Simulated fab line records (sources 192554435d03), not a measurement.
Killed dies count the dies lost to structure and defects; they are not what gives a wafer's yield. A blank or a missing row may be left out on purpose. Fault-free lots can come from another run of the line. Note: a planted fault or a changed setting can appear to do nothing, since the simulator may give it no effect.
Lot-split experiment | flow n5-finfet | 21 wafers read from 7 lots, route of 1938 steps

## THE SPLIT
At N5_BEOL_M10_EXPOSE_08 (exposes mask M10), the setting dose-mj was moved away from the recipe's 53.75 on 10 of the 21 wafers read, by -6.3% to +6.4%. All remaining wafers had this setting at the recipe value.

## FROM THE SPLIT TO THE READING: what the file shows between them, 16 steps
- N5_BEOL_M10_PEB_09: peb time 60 s
- N5_BEOL_M10_DEVELOP_10: develop time 30 s
- N5_BEOL_M10_CD_MEAS_11: target cd 64.1 nm
- N5_BEOL_M10_DESCUM_16: chemistry O2, time 7.9 s
- N5_BEOL_M10_ETCH_61: etches SiARC in CF4, target depth 39 nm, time 65 s
- N5_BEOL_M10_ETCH_62: etches SOC in N2/H2, target depth 110 nm, overetch 22 nm, time 165 s
- N5_BEOL_M10_STRIP_68: strips in N2/H2
- N5_BEOL_M10_STRIP_67: strips in CF4
- N5_BEOL_M10_HM_OPEN_17: chemistry Cl2/BCl3, target TiN, target depth 20 nm, overetch 6 nm
- N5_BEOL_M10_STRIP_19: strips in O2
- N5_BEOL_M10_CD_MEAS_18: pitch 140 nm, target cd 70 nm
- N5_BEOL_M10_TRENCH_ETCH_37: etches SiCOH lowk in C4F6/O2, target depth 148.83 nm, time 48 s (also split here: bias-w)
- N5_BEOL_M10_ETCH_41: etches SiCN in CH3F/O2, target depth 42.6 nm, time 86 s (also split here: source-w)
- N5_BEOL_M10_STRIP_77: strips in N2/H2, time 10 s
- N5_BEOL_M10_PRECLEAN_42: cleans in residue remover, time 60 s
- N5_BEOL_M10_SRD_43: time 30 s

## THE READING
Shown in nm: cd-nm at N5_BEOL_M10_CD_MEAS_35, with target cd 70 nm. Fault-free wafers of this fab line usually give 69.9 nm, standard deviation 0.96 nm.

wafer  | tool, chamber at the split | dose-mj as run | against the recipe | cd-nm, nm | against lot-mates on the recipe
L075.2 | arfi-scanner-02, 0         | 57.2           | +6.4%              | 73.3      | +1.6
L075.4 | arfi-scanner-02, 0         | 53.75          | recipe             | 71.7      | -
L075.6 | arfi-scanner-02, 0         | 57.2           | +6.4%              | 73.8      | +2.1
L085.2 | arfi-scanner-01, 0         | 51.02          | -5.1%              | 66.4      | -2.6
L085.3 | arfi-scanner-01, 0         | 51.02          | -5.1%              | 66.4      | -2.6
L085.5 | arfi-scanner-01, 0         | 53.75          | recipe             | 69.0      | -
L087.1 | arfi-scanner-03, 0         | 53.75          | recipe             | 69.8      | -
L087.2 | arfi-scanner-03, 0         | 50.37          | -6.3%              | 67.9      | -1.9
L087.3 | arfi-scanner-03, 0         | 50.37          | -6.3%              | 67.8      | -2.0
L092.2 | arfi-scanner-02, 0         | 52.64          | -2.1%              | 68.2      | -1.9
L092.5 | arfi-scanner-02, 0         | 52.64          | -2.1%              | 69.7      | -0.4
L092.6 | arfi-scanner-02, 0         | 53.75          | recipe             | 70.1      | -
L093.1 | arfi-scanner-02, 0         | 52.74          | -1.9%              | 68.1      | -0.8
L093.4 | arfi-scanner-02, 0         | 53.75          | recipe             | 68.1      | -
L093.6 | arfi-scanner-02, 0         | 53.75          | recipe             | 69.7      | -
L097.1 | arfi-scanner-02, 0         | 53.75          | recipe             | 70.3      | -
L097.2 | arfi-scanner-02, 0         | 54.8           | +2.0%              | 70.9      | +0.6
L097.4 | arfi-scanner-02, 0         | 53.75          | recipe             | 70.3      | -
L094.2 | arfi-scanner-01, 0         | 53.75          | recipe             | 69.9      | -
L094.4 | arfi-scanner-01, 0         | 53.75          | recipe             | 69.6      | -
L094.6 | arfi-scanner-01, 0         | 53.75          | recipe             | 69.5      | -

THE FIT
A straight line over all 21 wafers: cd-nm changes by +0.512 nm for each +1% of dose-mj; r = +0.89; the points scatter about the line by 0.87 nm.
The same after taking each lot's own level away (the mean of its wafers on the recipe; 21 wafers): +0.35 nm for each +1%; r = +0.93; scatter 0.48 nm.
The reading moves by 2.2 nm for the largest change in dose-mj, on that fit.
Measured against the standard deviation above, the lots' own levels, which go from 68.90 to 71.70 nm, span 2.9 times it.
Thus the slope moves with the lot-to-lot level: the two fits are different.
Check: with one of the wafers moved furthest among these (+6.4%) left out of the fit, the line predicts +2.29 nm for it against its lot-mates. Against them it came out at +1.6 nm.

## OTHER SPLITS APPLIED TO THESE WAFERS
These wafers also went through other splits before the reading. Each is held against what the fit with the lots' levels taken away leaves over:
other split on the same wafers    | wafers away from the commonest value | r with cd-nm (lot level and that fit taken away)
N5_BEOL_M8_TRENCH_ETCH_37 time-s  | 6                                    | +0.03
N5_BEOL_M9_EXPOSE_25 dose-mj      | 8                                    | -0.38
N5_BEOL_M10_COAT_60 spin-rpm      | 7                                    | -0.36
N5_BEOL_M10_TRENCH_ETCH_37 bias-w | 8                                    | +0.10
N5_BEOL_M10_ETCH_41 source-w      | 8                                    | -0.01

## THE WHOLE CHAIN: every reading that the file lists as answering this split, in the file's order
step                   | what it does                                                         | reading                                                                | change (the file's fit)               | r (the file's)
N5_BEOL_M10_CD_MEAS_11 | target cd 64.1 nm                                                    | cd-nm                                                                  | +0.534 nm for each +1% of the setting | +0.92
N5_BEOL_M10_ETCH_61    | etches SiARC in CF4, target depth 39 nm, time 65 s                   | BEOL_M10.cd-offset-nm (the simulator's own value, which no gauge read) | +0.525 nm for each +1% of the setting | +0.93
N5_BEOL_M10_ETCH_62    | etches SOC in N2/H2, target depth 110 nm, overetch 22 nm, time 165 s | BEOL_M10.cd-offset-nm (the simulator's own value, which no gauge read) | +0.501 nm for each +1% of the setting | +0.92
N5_BEOL_M10_CD_MEAS_18 | pitch 140 nm, target cd 70 nm                                        | cd-nm                                                                  | +0.495 nm for each +1% of the setting | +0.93
N5_BEOL_M10_CD_MEAS_35 | target cd 70 nm                                                      | cd-nm                                                                  | +0.359 nm for each +1% of the setting | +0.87

## THE FILE'S OWN FIT
cd-nm changes by +0.359 nm for each +1% of dose-mj, r = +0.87.
